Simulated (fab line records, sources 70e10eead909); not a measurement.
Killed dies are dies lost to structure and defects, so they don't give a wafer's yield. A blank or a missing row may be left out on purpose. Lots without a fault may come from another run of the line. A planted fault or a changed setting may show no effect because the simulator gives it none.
fab line records | flow nand_harc
record lots=5 wafers=15 last_day=33
route steps=1302 shown A_STAIRCASE@860 A_SGD_CUT@890
lots that met no fault: from a run of the same line without faults
start_h: hours from the record's first day to the start of the lot's first wafer shown | wait_h: hours since the lot's step before | " the same as in the row above | L1.1+2: a row that stands for several wafers | - no value, or no start given | * or withheld: withheld | < > ~ a bound
route shown NAME@n: a module of which the file shows steps, and the number in the route of the first | usual: mean/standard deviation of fault-free wafers | same: alike in all rows | chamber/n: place in a boat | sites: the reading at each site | _std_site: their standard deviation | _edge_site: outer sites' mean less inner sites' | radius_mm: how far each site lies from the wafer's centre | mask NAME#n: copy n | behind: the tool/chamber that last shaped the wafer | hold: why the lot was held/for how many hours/how that ended | device: the transistor (n, p or np) that didn't switch | end of line: the same wafers' tests at the end of the route | a step without rows: its recipe alone | killed: dies lost to structure and defects at the first sort, not the wafer's yield | map: a wafer's dies, x killed, . not, _ none there
set.NAME: the setting as run; set.NAME@STEP: as run at that earlier step | model.NAME: the simulator's own value behind a step, which no gauge read
lots at some steps of the route; a table a step, a row a wafer
services: from which hour (start_h, from the record's first day; less than 0 if before it) a tool's chamber was out of use, for how many hours, and why
## steps
# step NHARC_A_STAIRCASE_HMDS_434
# recipe time_s=30
# columns lot.wafer tool chamber start_h wait_h
L077.3+4+6 litho_track-02 0 - -
L080.1+2+5 litho_track-03 0 - -
L084.1+2+6 litho_track-03 0 - -
L087.2+5+6 litho_track-07 0 - -
L095.2+3+6 litho_track-02 0 - -
# step NHARC_A_STAIRCASE_COAT_435
# recipe spin_rpm=1200
# columns lot.wafer tool chamber start_h wait_h
L077.3+4+6 litho_track-02 0 - -
L080.1+2+5 litho_track-03 0 - -
L084.1+2+6 litho_track-03 0 - -
L087.2+5+6 litho_track-07 0 - -
L095.2+3+6 litho_track-02 0 - -
# step NHARC_A_STAIRCASE_SOFTBAKE_436
# recipe temp_c=135 time_s=170
# columns lot.wafer tool chamber start_h wait_h
L077.3+4+6 litho_track-02 0 - -
L080.1+2+5 litho_track-03 0 - -
L084.1+2+6 litho_track-03 0 - -
L087.2+5+6 litho_track-07 0 - -
L095.2+3+6 litho_track-02 0 - -
# step NHARC_A_STAIRCASE_EBR_437
# columns lot.wafer tool chamber start_h wait_h
L077.3+4+6 litho_track-02 0 - -
L080.1+2+5 litho_track-03 0 - -
L084.1+2+6 litho_track-03 0 - -
L087.2+5+6 litho_track-07 0 - -
L095.2+3+6 litho_track-02 0 - -
# step NHARC_A_STAIRCASE_EXPOSE_438
# recipe na=0.5 dose_mj=28.97 mask_id=STAIR_REV
# columns lot.wafer tool chamber start_h wait_h mask
L077.3+4+6 krf_scanner-01 0 472.95 - STAIR_REV#0
L080.1+2+5 krf_scanner-04 0 488.82 - STAIR_REV#0
L084.1+2+6 krf_scanner-03 0 531.77 - STAIR_REV#0
L087.2+5+6 krf_scanner-03 0 567.03 - STAIR_REV#0
L095.2+3+6 krf_scanner-04 0 649.32 - STAIR_REV#0
# step NHARC_A_STAIRCASE_PEB_439
# recipe peb_temp_c=115 peb_time_s=130
# columns lot.wafer tool chamber start_h wait_h
L077.3+4+6 litho_track-03 0 473.00 0.0
L080.1+2+5 litho_track-03 0 488.88 0.1
L084.1+2+6 litho_track-07 0 531.84 0.1
L087.2+5+6 litho_track-07 0 567.09 0.1
L095.2+3+6 litho_track-02 0 649.38 0.1
# step NHARC_A_STAIRCASE_DEVELOP_440
# recipe time_s=140
# columns lot.wafer tool chamber start_h wait_h
L077.3+4+6 litho_track-03 0 - -
L080.1+2+5 litho_track-03 0 - -
L084.1+2+6 litho_track-07 0 - -
L087.2+5+6 litho_track-07 0 - -
L095.2+3+6 litho_track-02 0 - -
# step NHARC_A_STAIRCASE_HARDBAKE_442
# recipe temp_c=120 time_s=140
# columns lot.wafer tool chamber start_h wait_h
L077.3+4+6 litho_track-07 0 473.23 -
L080.1+2+5 litho_track-03 0 489.10 -
L084.1+2+6 litho_track-03 0 532.05 -
L087.2+5+6 litho_track-03 0 567.32 -
L095.2+3+6 litho_track-02 0 649.60 -
# step NHARC_A_STAIRCASE_DESCUM_443
# recipe time_s=3 o2_flow_sccm=200 ar_flow_sccm=0 bias_power_w=0 chemistry=O2
# usual drypump_motor_current_A=5.8/0.5 oes_product_au=0.994/0.012 rf_vpp_V=57.9/0.94 showerhead_plenum_p_Torr=1.91/0.1 throttle_valve_pct=11.310/0.0097
# columns lot.wafer tool chamber start_h wait_h drypump_motor_current_A oes_product_au rf_hours_counter_h rf_vpp_V showerhead_plenum_p_Torr throttle_valve_pct
L077.3 rie_diel-04 0 473.32 - 5.7 0.978 34 57.4 1.86 11.288
L077.4 " 2 " " 5.9 0.988 37 59.0 2.06 11.309
L077.6 " 3 " " 6.2 0.983 - 58.3 1.77 11.308
L080.1 rie_diel-01 0 489.20 - 5.1 0.994 31 56.3 1.88 11.319
L080.2 " 2 " " 5.7 0.993 30 56.5 1.83 11.321
L080.5 " 1 " " 6.4 0.979 - 58.1 1.96 11.301
L084.1 rie_diel-06 1 532.15 - 6.7 0.990 10 59.5 2.04 11.309
L084.2 " 3 " " 6.0 1.012 13 58.0 1.95 11.297
L084.6 " 0 " " 5.7 0.995 - 57.6 1.96 11.325
L087.2 rie_diel-06 3 567.41 - 6.1 1.011 24 58.9 1.95 11.318
L087.5 " 2 " " 5.2 0.991 - 59.1 2.05 11.308
L087.6 " 3 " " 6.1 1.014 - 59.2 1.95 11.302
L095.2 rie_diel-01 3 649.69 - 5.2 0.990 29 57.2 1.79 11.304
L095.3 " 1 " " 6.4 0.987 30 60.0 1.94 11.307
L095.6 " 0 " " 5.0 1.009 - 58.9 1.86 11.328
# step NHARC_A_STAIRCASE_ETCH_444
# recipe target_depth_a=2.04e+05 time_s=6800 c4f8_flow_sccm=20 o2_flow_sccm=10 ar_flow_sccm=withheld rf_w=600 bias_w=1000 chemistry=C4F8/O2
# usual oes_product_au=0.926/0.017 rf_vpp_V=807/5.8
# columns lot.wafer tool chamber start_h wait_h oes_product_au rf_hours_counter_h rf_vpp_V
L077.4 rie_diel-04 3 473.87 0.5 0.911 34 798
L077.3 " 0 " " 0.922 34 804
L077.6 " 2 " " 0.916 - 814
L080.2 rie_diel-01 1 489.28 0.1 0.904 33 809
L080.1 " 3 " " 0.925 30 800
L080.5 " 2 491.64 2.4 0.915 - 802
L084.2 rie_diel-06 1 532.71 0.5 0.912 11 814
L084.1 " 2 " " 0.924 13 815
L084.6 " 0 " " 0.929 - 810
L087.2 rie_diel-06 3 567.96 0.5 0.943 25 808
L087.6 " 2 569.38 1.9 0.916 - 815
L087.5 " 3 " " 0.940 - 809
L095.2 rie_diel-01 2 649.77 0.1 0.950 22 802
L095.3 " 1 651.20 1.5 0.941 31 807
L095.6 " 3 " " 0.945 - 800
# step NHARC_A_STAIRCASE_STRIP_446
# recipe power_w=1500 temp_c=250 chemistry=O2
# usual drypump_motor_current_A=5.68/0.19 heater_power_w=313/28
# columns lot.wafer tool chamber start_h wait_h drypump_motor_current_A heater_power_w rf_hours_counter_h
L077.4 plasma_asher-02 1 477.85 0.1 5.94 342 -
L077.3 " 0 " " 5.48 302 -
L077.6 " 1 " " 5.95 344 -
L080.2 plasma_asher-02 0 493.82 0.2 5.48 294 10
L080.1 " 1 " " 5.96 330 10
L080.5 " 0 " " 5.48 296 -
L084.1 plasma_asher-02 1 536.65 0.0 5.95 341 19
L084.2 " 0 " " 5.47 295 19
L084.6 " 1 " " 5.94 342 -
L087.2 plasma_asher-02 0 571.88 0.0 5.48 291 26
L087.5 " 0 " " 5.48 296 -
L087.6 " 1 " " 5.96 336 -
L095.2 plasma_asher-02 1 654.28 0.2 5.97 338 9
L095.3 " 0 " " 5.49 273 -
L095.6 " 0 " " 5.48 284 -
# step NHARC_A_STAIRCASE_STRIP_447
# recipe time_s=900 temp_c=130 chemistry=SPM
# columns lot.wafer tool chamber start_h wait_h
L077.3+4+6 wet_bench-09 2,4,5 478.12 0.2
L080.1+2+5 wet_bench-09 5,6,7 494.18 0.3
L084.2+1+6 wet_bench-09 7,1,2 537.02 0.3
L087.5+6+2 wet_bench-06 3,4,0 572.23 0.1
L095.2+3+6 wet_bench-02 0,3,4 654.64 0.3
# step NHARC_A_STAIRCASE_PRECLEAN_448
# recipe time_s=* temp_c=50 bath_age_min=0 chemistry=SC1
# usual h2o2_flow_mL_min=56.60/0.18 sc1_h2o2_end_mol_l=0.3697/0.00065
# columns lot.wafer tool chamber start_h wait_h h2o2_flow_mL_min sc1_h2o2_end_mol_l
L077.3 wet_bench-09 2 - - 56.86 0.3705
L077.4 " 4 " " 56.36 0.3698
L077.6 " 5 " " 56.73 0.3694
L080.1 wet_bench-09 5 - - 56.93 0.3687
L080.2 " 6 " " 56.57 0.3699
L080.5 " 7 " " 56.49 0.3699
L084.2 wet_bench-09 7 - - 56.50 0.3694
L084.1 " 1 " " 56.47 0.3693
L084.6 " 2 " " 56.80 0.3710
L087.5 wet_bench-06 3 - - 56.45 0.3687
L087.6 " 4 " " 56.67 0.3701
L087.2 " 0 " " 56.54 0.3699
L095.2 wet_bench-02 0 - - 56.53 0.3703
L095.3 " 3 " " 56.79 0.3697
L095.6 " 4 " " 56.81 0.3690
# step NHARC_A_STAIRCASE_SRD_449
# columns lot.wafer tool chamber start_h wait_h
L077.3+4+6 wet_bench-09 2,4,5 - -
L080.1+2+5 wet_bench-09 5,6,7 - -
L084.2+1+6 wet_bench-09 7,1,2 - -
L087.5+6+2 wet_bench-06 3,4,0 - -
L095.2+3+6 wet_bench-02 0,3,4 - -
# step NHARC_A_STAIRCASE_CMP_450
# recipe target_thk_nm=200 material=SiO2
# usual edge_zone_pressure_frac=1.000/0.0054 motor_current_A=11.9/0.6
# columns lot.wafer tool chamber start_h wait_h edge_zone_pressure_frac motor_current_A
L077.3 cmp-03 3 478.56 - 0.995 12.0
L077.4 " 0 " " 1.004 11.7
L077.6 " 0 " " 1.005 11.9
L080.1 cmp-02 1 494.63 - 1.010 12.7
L080.2 " 2 " " 1.002 10.8
L080.5 " 1 " " 1.003 12.2
L084.2 cmp-03 0 537.46 - 1.008 13.1
L084.1 " 2 " " 1.001 11.1
L084.6 " 1 " " 1.007 11.9
L087.2 cmp-03 1 572.72 - 1.000 11.9
L087.6 " 2 " " 1.006 11.2
L087.5 " 3 " " 0.998 11.5
L095.2 cmp-01 0 655.08 - 1.009 11.1
L095.3 " 2 " " 0.997 12.1
L095.6 " 1 " " 0.994 12.3
# step NHARC_A_STAIRCASE_CMP_152
# usual edge_zone_pressure_frac=1.000/0.0048 motor_current_A=11.8/0.6
# columns lot.wafer tool chamber start_h wait_h edge_zone_pressure_frac motor_current_A
L077.3 cmp-03 3 478.63 0.1 1.006 11.6
L077.4 " 0 " " 1.001 12.6
L077.6 " 0 " " 0.993 12.1
L080.1 cmp-02 1 494.70 0.1 1.003 12.0
L080.2 " 2 " " 0.999 10.8
L080.5 " 1 " " 1.004 13.0
L084.2 cmp-03 0 537.53 0.1 0.998 12.3
L084.1 " 2 " " 1.001 11.5
L084.6 " 1 " " 1.005 11.4
L087.2 cmp-03 1 572.80 0.1 0.999 11.1
L087.6 " 2 " " 1.000 11.2
L087.5 " 3 " " 1.001 11.4
L095.2 cmp-01 0 655.16 0.1 0.994 11.6
L095.3 " 2 " " 0.997 11.4
L095.6 " 1 " " 1.009 12.2
# step NHARC_A_STAIRCASE_SRD_154
# columns lot.wafer tool chamber start_h wait_h
L077.4+3+6 wet_bench-06 4,5,1 478.92 0.0
L080.5+2+1 wet_bench-09 0,1,2 494.98 0.0
L084.1+2+6 wet_bench-09 3,5,0 537.82 0.0
L087.5+2+6 wet_bench-02 5,0,2 573.05 0.0
L095.3+2+6 wet_bench-06 1,3,4 655.45 0.0
# step NHARC_A_STAIRCASE_ETCH_403
# recipe target_depth_a=1082 chemistry=dHF material=SiO2
# columns lot.wafer tool chamber start_h wait_h
L077.4+3+6 wet_bench-06 4,5,1 478.94 0.0
L080.5+2+1 wet_bench-09 0,1,2 495.00 0.0
L084.1+2+6 wet_bench-09 3,5,0 537.84 0.0
L087.5+2+6 wet_bench-02 5,0,2 573.07 0.0
L095.3+2+6 wet_bench-06 1,3,4 655.48 0.0
# step NHARC_A_STAIRCASE_ETCHBACK_422
# recipe target_depth_a=400 over_etch_frac=0.3 time_s=74.286 ion_energy_ev=120 ch3f_flow_sccm=50 o2_flow_sccm=30 ar_flow_sccm=200 rf_w=500 bias_w=100 chemistry=CH3F/O2
# usual drypump_motor_current_A=5.9/0.43 oes_product_au=0.96/0.038 rf_vpp_V=244.7/2 showerhead_plenum_p_Torr=2.49/0.13 throttle_valve_pct=20.662/0.0086
# columns lot.wafer tool chamber start_h wait_h drypump_motor_current_A oes_product_au rf_hours_counter_h rf_vpp_V showerhead_plenum_p_Torr throttle_valve_pct
L077.3 rie_diel-04 1 479.12 0.2 5.7 1.00 36 241.6 2.30 20.666
L077.4 " 2 " " 5.9 1.00 41 246.7 2.64 20.657
L077.6 " 0 " " 5.7 0.98 - 243.0 2.39 20.657
L080.2 rie_diel-04 0 495.16 0.2 5.7 0.90 41 243.6 2.39 20.663
L080.1 " 2 " " 6.0 0.91 47 247.5 2.64 20.651
L080.5 " 2 " " 5.9 0.92 - 245.9 2.64 20.657
L084.1 rie_diel-06 0 538.01 0.2 5.8 0.96 16 245.6 2.52 20.666
L084.2 " 2 " " 5.2 0.93 14 245.4 2.63 20.661
L084.6 " 3 " " 6.1 0.95 - 244.7 2.50 20.678
L087.2 rie_diel-04 0 573.22 0.1 5.7 1.01 8 244.0 2.38 20.668
L087.6 " 0 " " 5.7 1.01 - 242.5 2.38 20.644
L087.5 " 1 " " 5.7 0.98 - 239.4 2.29 20.665
L095.2 rie_diel-04 1 655.63 0.1 5.7 0.92 36 239.7 2.28 20.668
L095.3 " 3 " " 6.2 0.92 33 247.1 2.65 20.679
L095.6 " 1 " " 5.7 0.92 - 243.1 2.28 20.654
# step NHARC_A_STAIRCASE_ETCH_423
# recipe target_depth_a=300 chemistry=dHF material=SiO2
# columns lot.wafer tool chamber start_h wait_h
L077.6+4+3 wet_bench-02 5,7,1 479.26 0.1
L080.1+2+5 wet_bench-02 6,0,1 495.35 0.1
L084.6+1+2 wet_bench-06 3,4,7 538.17 0.1
L087.5+6+2 wet_bench-02 6,7,1 573.38 0.1
L095.6+3+2 wet_bench-09 1,3,4 655.79 0.1
# step NHARC_A_STAIRCASE_ETCHBACK_157
# recipe target_depth_a=900 over_etch_frac=0.3 time_s=167.14 ion_energy_ev=120 ch3f_flow_sccm=50 o2_flow_sccm=30 ar_flow_sccm=200 rf_w=500 bias_w=100 chemistry=CH3F/O2
# usual drypump_motor_current_A=5.8/0.46 oes_product_au=0.97/0.034 rf_vpp_V=244.3/2.1 showerhead_plenum_p_Torr=2.46/0.13 throttle_valve_pct=20.662/0.0094
# columns lot.wafer tool chamber start_h wait_h drypump_motor_current_A oes_product_au rf_hours_counter_h rf_vpp_V showerhead_plenum_p_Torr throttle_valve_pct
L077.4 rie_diel-04 1 479.45 0.2 5.7 0.99 36 240.8 2.30 20.656
L077.3 " 2 " " 5.9 0.99 41 245.7 2.64 20.675
L077.6 " 2 " " 5.9 0.99 - 246.9 2.64 20.662
L080.2 rie_diel-01 0 495.53 0.1 5.1 0.98 35 244.1 2.42 20.660
L080.1 " 2 " " 5.7 1.00 38 243.0 2.35 20.661
L080.5 " 0 " " 5.0 0.99 - 243.1 2.42 20.645
L084.2 rie_diel-06 3 538.48 0.3 6.0 0.99 15 243.2 2.50 20.659
L084.1 " 0 " " 5.7 0.98 16 246.4 2.52 20.671
L084.6 " 3 " " 6.0 0.99 - 245.6 2.51 20.663
L087.2 rie_diel-01 3 573.57 0.1 5.2 0.99 4 244.1 2.31 20.665
L087.5 " 3 " " 5.2 0.99 - 242.8 2.31 20.656
L087.6 " 1 " " 6.4 0.97 - 245.8 2.50 20.661
L095.3 rie_diel-04 3 655.98 0.2 6.2 0.97 33 247.0 2.65 20.673
L095.2 " 1 " " 5.7 0.96 36 240.2 2.28 20.649
L095.6 " 0 " " 5.7 0.97 - 243.4 2.37 20.666
# step NHARC_A_STAIRCASE_STRIP_475
# recipe time_s=20 o2_flow_sccm=500 ar_flow_sccm=0 bias_w=0 chemistry=O2
# usual drypump_motor_current_A=5.8/0.47 oes_product_au=0.993/0.012 rf_vpp_V=57.8/1 showerhead_plenum_p_Torr=3.54/0.18 throttle_valve_pct=17.037/0.0087
# columns lot.wafer tool chamber start_h wait_h drypump_motor_current_A oes_product_au rf_hours_counter_h rf_vpp_V showerhead_plenum_p_Torr throttle_valve_pct
L077.4 rie_diel-04 0 - - 5.7 0.983 36 57.5 3.44 17.036
L077.3 " 1 " " 5.7 1.007 36 56.4 3.31 17.040
L077.6 " 2 " " 6.0 0.999 - 58.6 3.78 17.027
L080.2 rie_diel-01 3 - - 5.2 0.999 33 58.2 3.33 17.054
L080.1 " 0 " " 5.1 0.993 35 56.8 3.47 17.031
L080.5 " 2 " " 5.7 0.995 - 58.5 3.38 17.044
L084.2 rie_diel-06 1 - - 6.8 0.979 14 58.3 3.74 17.029
L084.1 " 2 " " 5.3 0.990 14 58.9 3.77 17.041
L084.6 " 0 " " 5.8 1.010 - 57.0 3.61 17.036
L087.2 rie_diel-01 0 573.81 0.2 5.0 1.009 6 57.2 3.46 17.037
L087.6 " 3 " " 5.2 0.983 - 57.9 3.32 17.046
L087.5 " 0 " " 5.0 0.990 - 57.8 3.46 17.037
L095.2 rie_diel-04 1 - - 5.7 0.983 36 56.0 3.28 17.039
L095.3 " 2 " " 5.9 0.981 33 58.1 3.76 17.030
L095.6 " 1 " " 5.7 0.984 - 57.9 3.28 17.035
# step NHARC_A_STAIRCASE_DEP_471
# recipe target_thk_a=1000 temp_c=400 pressure_torr=6.5 rf_w=900 teos_flow_sccm=161.4 flow_sccm=2650 target_thk_nm=100 gas=O2 material=SiO2
# usual heater_power_w=577/140 mfc_precursor_sccm=161.3/0.43 throttle_valve_pct=15.8/0.51
# columns lot.wafer tool chamber start_h wait_h heater_power_w mfc_precursor_sccm throttle_valve_pct
L077.3 pecvd-01 2 479.79 - 405 161.3 16.0
L077.4 " 0 " " 554 161.3 16.2
L077.6 " 2 " " 409 161.2 16.2
L080.1 pecvd-04 0 496.60 - 498 160.5 15.8
L080.2 " 1 " " 830 162.0 15.8
L080.5 " 0 " " 519 161.6 15.6
L084.2 pecvd-04 2 538.87 - 366 162.0 15.8
L084.1 " 0 " " 546 161.3 15.9
L084.6 " 1 " " 872 161.6 16.0
L087.2 pecvd-04 1 573.90 - 778 161.4 15.8
L087.5 " 1 " " 784 161.0 16.1
L087.6 " 0 " " 587 161.2 15.6
L095.3 pecvd-02 0 656.26 - 540 161.6 16.1
L095.2 " 2 " " 529 161.4 16.6
L095.6 " 2 " " 540 160.8 16.4
# step NHARC_A_STAIRCASE_CMP_472
# recipe material=SiO2
# usual edge_zone_pressure_frac=1.000/0.005 motor_current_A=11.8/0.59
# columns lot.wafer tool chamber start_h wait_h edge_zone_pressure_frac motor_current_A
L077.3 cmp-02 2 480.00 0.2 0.998 10.9
L077.4 " 1 " " 1.005 12.5
L077.6 " 3 " " 0.999 12.0
L080.2 cmp-01 2 496.90 0.2 1.008 11.6
L080.1 " 3 " " 1.000 12.6
L080.5 " 1 " " 0.997 12.3
L084.2 cmp-02 3 539.14 0.2 0.995 12.0
L084.1 " 2 " " 1.002 11.1
L084.6 " 0 " " 1.004 12.0
L087.2 cmp-03 3 574.18 0.2 1.010 11.3
L087.5 " 3 " " 1.013 11.7
L087.6 " 0 " " 0.994 12.5
L095.3 cmp-01 2 656.56 0.3 1.002 12.1
L095.2 " 0 " " 0.999 11.4
L095.6 " 2 " " 0.992 11.7
# step NHARC_A_STAIRCASE_SRD_474
# columns lot.wafer tool chamber start_h wait_h
L077.6+3+4 wet_bench-02 0,1,3 480.27 0.0
L080.1+2+5 wet_bench-06 5,0,1 497.13 0.0
L084.6+1+2 wet_bench-09 1,3,4 539.41 0.0
L087.5+6+2 wet_bench-06 3,4,6 574.45 0.0
L095.2+6+3 wet_bench-02 4,7,0 656.80 0.0
# step NHARC_A_STAIRCASE_INSPECT_155
# usual raw_defect_count=432/110
# columns lot.wafer tool chamber start_h wait_h raw_defect_count
L077.3 defect_inspect-02 - 480.35 0.1 439
L077.4 " - " " 500
L077.6 " - " " 512
L080.1 defect_inspect-01 - 497.21 0.1 560
L080.2 " - " " 352
L080.5 " - " " 399
L084.1 defect_inspect-01 - 539.48 0.1 491
L084.2 " - " " 298
L084.6 " - " " 555
L087.2 defect_inspect-02 - 574.52 0.1 442
L087.5 " - " " 576
L087.6 " - " " 390
L095.2 defect_inspect-01 - 656.88 0.1 420
L095.3 " - " " 801
L095.6 " - " " 522
# step NHARC_A_SGD_CUT_DEP_00
# recipe target_thk_a=500 temp_c=400 target_thk_nm=50 flow_sccm=200 rf_w=450 material=SiNx
# usual heater_power_w=699/110
# columns lot.wafer tool chamber start_h wait_h heater_power_w
L077.3 pecvd-02 0 480.47 0.1 842
L077.6 " 2 " " 647
L077.4 " 1 " " 745
L080.1 pecvd-03 0 497.28 0.1 601
L080.2 " 1 " " 601
L080.5 " 0 " " 577
L084.1 pecvd-03 1 539.55 0.1 604
L084.2 " 2 " " 755
L084.6 " 0 " " 679
L087.2 pecvd-03 2 574.59 0.1 869
L087.5 " 0 " " 631
L087.6 " 1 " " 644
L095.2 pecvd-02 2 656.95 0.1 747
L095.3 " 1 " " 781
L095.6 " 2 " " 747
# step NHARC_A_SGD_CUT_DEHYDRATE_01
# recipe temp_c=150 time_s=120
# columns lot.wafer tool chamber start_h wait_h
L077.3+4+6 litho_track-01 0 480.71 0.2
L080.1+2+5 litho_track-04 0 497.55 0.2
L084.1+2+6 litho_track-06 0 539.82 0.2
L087.2+5+6 litho_track-06 0 574.86 0.2
L095.2+3+6 litho_track-06 0 657.22 0.2
# step NHARC_A_SGD_CUT_HMDS_02
# recipe time_s=30
# columns lot.wafer tool chamber start_h wait_h
L077.3+4+6 litho_track-01 0 - -
L080.1+2+5 litho_track-04 0 - -
L084.1+2+6 litho_track-06 0 - -
L087.2+5+6 litho_track-06 0 - -
L095.2+3+6 litho_track-06 0 - -
# step NHARC_A_SGD_CUT_COAT_56
# recipe temp_c=260 time_s=75
# columns lot.wafer tool chamber start_h wait_h
L077.3+4+6 litho_track-01 0 - -
L080.1+2+5 litho_track-04 0 - -
L084.1+2+6 litho_track-06 0 - -
L087.2+5+6 litho_track-06 0 - -
L095.2+3+6 litho_track-06 0 - -
# step NHARC_A_SGD_CUT_COAT_57
# recipe temp_c=225 time_s=65
# columns lot.wafer tool chamber start_h wait_h
L077.3+4+6 litho_track-01 0 - -
L080.1+2+5 litho_track-04 0 - -
L084.1+2+6 litho_track-06 0 - -
L087.2+5+6 litho_track-06 0 - -
L095.2+3+6 litho_track-06 0 - -
# step NHARC_A_SGD_CUT_COAT_03
# recipe spin_rpm=1500 resist_thk_nm=90
# columns lot.wafer tool chamber start_h wait_h
L077.3+4+6 litho_track-01 0 - -
L080.1+2+5 litho_track-04 0 - -
L084.1+2+6 litho_track-06 0 - -
L087.2+5+6 litho_track-06 0 - -
L095.2+3+6 litho_track-06 0 - -
# step NHARC_A_SGD_CUT_SOFTBAKE_04
# recipe temp_c=105 time_s=55
# columns lot.wafer tool chamber start_h wait_h
L077.3+4+6 litho_track-01 0 - -
L080.1+2+5 litho_track-04 0 - -
L084.1+2+6 litho_track-06 0 - -
L087.2+5+6 litho_track-06 0 - -
L095.2+3+6 litho_track-06 0 - -
# step NHARC_A_SGD_CUT_EBR_05
# columns lot.wafer tool chamber start_h wait_h
L077.3+4+6 litho_track-01 0 - -
L080.1+2+5 litho_track-04 0 - -
L084.1+2+6 litho_track-06 0 - -
L087.2+5+6 litho_track-06 0 - -
L095.2+3+6 litho_track-06 0 - -
# step NHARC_A_SGD_CUT_EXPOSE_06
# recipe na=1.35 dose_mj=85.59 mask_id=SGD
# columns lot.wafer tool chamber start_h wait_h mask
L077.3+4+6 arfi_scanner-02 0 481.03 - SGD#0
L080.1+2+5 arfi_scanner-01 0 497.73 - SGD#0
L084.1+2+6 arfi_scanner-02 0 540.13 - SGD#0
L087.2+5+6 arfi_scanner-01 0 575.20 - SGD#0
L095.2+3+6 arfi_scanner-03 0 657.53 - SGD#0
# step NHARC_A_SGD_CUT_PEB_07
# recipe peb_temp_c=100 peb_time_s=65
# columns lot.wafer tool chamber start_h wait_h
L077.3+4+6 litho_track-06 0 481.08 0.0
L080.1+2+5 litho_track-06 0 497.79 0.1
L084.1+2+6 litho_track-01 0 540.19 0.1
L087.2+5+6 litho_track-01 0 575.26 0.1
L095.2+3+6 litho_track-04 0 657.59 0.1
# step NHARC_A_SGD_CUT_DEVELOP_08
# recipe develop_time_s=35 dev_temp_c=23
# columns lot.wafer tool chamber start_h wait_h
L077.3+4+6 litho_track-06 0 - -
L080.1+2+5 litho_track-06 0 - -
L084.1+2+6 litho_track-01 0 - -
L087.2+5+6 litho_track-01 0 - -
L095.2+3+6 litho_track-04 0 - -
# step NHARC_A_SGD_CUT_CD_MEAS_09
# recipe target_cd_nm=100 landing_energy_ev=500
# usual cd_nm=99.8/0.87
# columns lot.wafer tool chamber start_h wait_h cd_nm
L077.3 cd_sem-03 0 481.17 - 99.8
L077.4 " 0 " " 99.6
L077.6 " 0 " " 99.5
L080.1 cd_sem-01 0 497.87 - 100.8
L080.2 " 0 " " 98.9
L080.5 " 0 " " 99.2
L084.1 cd_sem-02 0 540.27 - 101.3
L084.2 " 0 " " 100.0
L084.6 " 0 " " 100.2
L087.2 cd_sem-01 0 575.34 - 99.8
L087.5 " 0 " " 101.1
L087.6 " 0 " " 101.6
L095.2 cd_sem-01 0 657.67 - 98.5
L095.3 " 0 " " 99.8
L095.6 " 0 " " 100.3
# step NHARC_A_SGD_CUT_OVL_MEAS_10
# usual overlay_x_nm=0.3/1.1 overlay_y_nm=0.1/1.1
# columns lot.wafer tool chamber start_h wait_h overlay_x_nm overlay_y_nm
L077.3 overlay-01 - 481.25 - 1.5 -0.5
L077.4 " - " " 1.3 -1.5
L077.6 " - " " 1.6 -0.1
L080.1 overlay-01 - 497.96 - 0.2 0.2
L080.2 " - " " 0.2 0.0
L080.5 " - " " -0.5 -0.3
L084.1 overlay-01 - 540.36 - 0.0 0.1
L084.2 " - " " -0.8 -0.1
L084.6 " - " " -0.5 -0.1
L087.2 overlay-01 - 575.42 - 0.3 1.7
L087.5 " - " " 0.0 1.5
L087.6 " - " " 0.5 1.5
L095.2 overlay-01 - 657.76 - 1.4 -0.1
L095.3 " - " " 1.0 0.1
L095.6 " - " " 1.4 -0.1
# step NHARC_A_SGD_CUT_INSPECT_11
# usual raw_defect_count=52/26
# columns lot.wafer tool chamber start_h wait_h raw_defect_count
L077.3 defect_inspect-02 - 481.29 0.0 115
L077.4 " - " " 99
L077.6 " - " " 107
L080.1 defect_inspect-01 - 498.00 0.0 67
L080.2 " - " " 75
L080.5 " - " " 77
L084.1 defect_inspect-02 - 540.40 0.0 28
L084.2 " - " " 17
L084.6 " - " " 20
L087.2 defect_inspect-02 - 575.46 0.0 65
L087.5 " - " " 49
L087.6 " - " " 53
L095.2 defect_inspect-02 - 657.79 0.0 14
L095.3 " - " " 10
L095.6 " - " " 11
# step NHARC_A_SGD_CUT_DESCUM_14
# recipe time_s=3 o2_flow_sccm=200 ar_flow_sccm=0 bias_power_w=0 chemistry=O2
# usual drypump_motor_current_A=5.8/0.32 oes_product_au=0.998/0.013 rf_vpp_V=57.7/0.91 showerhead_plenum_p_Torr=1.91/0.078 throttle_valve_pct=11.311/0.0093
# columns lot.wafer tool chamber start_h wait_h drypump_motor_current_A oes_product_au rf_hours_counter_h rf_vpp_V showerhead_plenum_p_Torr throttle_valve_pct
L077.3 rie_diel-03 0 481.36 0.1 5.7 0.993 1 58.9 1.97 11.324
L077.4 " 1 " " 5.9 0.972 1 57.0 1.86 11.308
L077.6 " 3 " " 5.4 0.995 - 57.1 1.98 11.312
L080.1 rie_diel-10 1 498.06 0.1 5.4 1.015 3 59.6 2.04 11.310
L080.2 " 0 " " 6.2 1.009 3 57.5 1.84 11.306
L080.5 " 1 " " 5.4 1.014 - 59.6 2.04 11.334
L084.2 rie_diel-10 0 540.47 0.1 6.2 0.991 7 57.8 1.84 11.315
L084.1 " 2 " " 5.9 1.007 6 58.5 1.89 11.310
L084.6 " 3 " " 5.8 1.008 - 56.4 2.01 11.300
L087.2 rie_diel-03 3 575.54 0.1 5.5 1.001 9 58.6 1.97 11.305
L087.6 " 1 " " 5.9 0.980 - 60.2 1.86 11.307
L087.5 " 2 " " 6.6 0.983 - 59.2 1.91 11.319
L095.3 rie_diel-10 0 657.86 0.1 6.2 0.990 3 57.5 1.84 11.317
L095.2 " 1 " " 5.4 0.994 5 58.4 2.03 11.311
L095.6 " 3 " " 5.8 1.022 - 58.4 2.01 11.301
## services
# columns tool chamber start_h hours kind
litho_track-03 - 450.00 7.0 pm
cmp-03 - 456.00 4.0 pm
wet_bench-09 - 463.08 1.6 repair
cmp-03 - 473.55 3.5 repair
rie_diel-06 - 484.32 9.0 pm
cmp-03 - 491.00 3.4 repair
rie_diel-04 2 498.99 9.0 repair
litho_track-01 - 505.00 7.0 pm
wet_bench-02 - 509.61 2.3 repair
wet_bench-09 - 510.57 1.3 repair
cmp-03 - 519.06 2.2 repair
wet_bench-09 - 528.80 8.0 pm
litho_track-06 - 529.00 7.0 pm
rie_diel-04 - 533.69 9.0 pm
wet_bench-06 - 545.60 8.0 pm
cmp-03 - 549.84 1.4 repair
litho_track-04 - 553.00 7.0 pm
rie_diel-01 - 558.16 9.0 pm
litho_track-02 - 577.00 7.0 pm
wet_bench-02 - 596.00 8.0 pm
litho_track-07 - 601.00 7.0 pm
rie_diel-04 2 602.32 5.3 repair
litho_track-03 - 625.00 7.0 pm
rie_diel-01 1 638.37 6.7 repair
## key
fault none
